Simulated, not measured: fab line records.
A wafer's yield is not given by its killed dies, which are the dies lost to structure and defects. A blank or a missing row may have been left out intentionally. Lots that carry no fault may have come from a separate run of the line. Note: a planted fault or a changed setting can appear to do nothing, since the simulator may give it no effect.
The same fault as seen by 3 desks	flow nandHarc	every desk sees just its own numbers, and what lay behind them comes last

FROM THE METROLOGY DESK
Means of the sampled wafers that have a number, per lot and without regard to the tool the lot ran on: this is what the gauges read. Any lot whose mean is over 4 standard deviations away from the usual mean is out of limits and marked OUT; that distance is given in the brackets.
Columns: A = cdNm at NHARC_A_CHANNEL_HOLE_D1_CD_MEAS_18, usual 99.7 nm
lot	first seen here	A
L637	day 9 12:35	101.6
L639	day 10 10:18	100.3
L642	day 11 09:21	97.4
L644	day 12 01:04	100.8
L645	day 12 21:25	101.0
L646	day 13 01:42	98.8
L649	day 14 10:40	100.8
L650	day 14 11:06	101.0
L651	day 15 03:26	97.9
L653	day 16 02:23	99.3
L658	day 17 20:39	101.6
L657	day 17 20:48	98.0
Result from this desk: across the 12 lots, nothing is out of limits.

THE DEFECT DESK
Inspection counts along the route, by lot: the mean over sampled wafers that carry a number. Any lot whose mean is over 4 standard deviations away from the usual mean is out of limits and marked OUT; that distance is given in the brackets.
Columns: A = rawDefectCount at NHARC_A_CHANNEL_HOLE_D1_INSPECT_40, usual 70
lot	first seen here	A
L637	day 9 18:23	82
L639	day 10 16:08	95
L642	day 11 15:08	105
L644	day 12 09:02	45
L645	day 13 06:59	53
L646	day 13 15:48	108
L649	day 14 16:35	46
L650	day 14 17:10	90
L651	day 15 11:00	91
L653	day 16 08:38	89
L658	day 18 02:27	61
L657	day 18 02:58	62
Result from this desk: across the 12 lots, nothing is out of limits.

AT THE TOOL OWNER'S DESK: aldHk-01
The tool's own readings at NHARC_A_CHANNEL_FILL_D1_ALD_02 (deposits SiO2, target thk 6 nm, pulse time 10 s, ald cycles 60): means of the sampled wafers that have a number, for each lot that ran on this tool. Any lot whose mean is over 4 standard deviations away from the usual mean is out of limits and marked OUT; that distance is given in the brackets.
Columns: A = heaterPowerW at NHARC_A_CHANNEL_FILL_D1_ALD_02, usual 458 W; B = precursorPulseHeightRel at NHARC_A_CHANNEL_FILL_D1_ALD_02, usual 0.997
lot	first seen here	A	B
L637	day 9 18:44	442	0.988
L644	day 12 09:19	463	1.007
L645	day 13 07:27	444	1.001
L649	day 14 17:01	470	0.995
L650	day 14 17:35	502	0.994
L653	day 16 09:01	509	0.981
Result from this desk: across the 6 lots, nothing is out of limits.

TAKEN TOGETHER
Nothing out of limits was seen by the metrology desk.
Nothing the defect desk looked at was out of limits.
Nothing out of limits was seen by the tool owner's desk.

WHAT THE SIMULATOR HAD INSERTED
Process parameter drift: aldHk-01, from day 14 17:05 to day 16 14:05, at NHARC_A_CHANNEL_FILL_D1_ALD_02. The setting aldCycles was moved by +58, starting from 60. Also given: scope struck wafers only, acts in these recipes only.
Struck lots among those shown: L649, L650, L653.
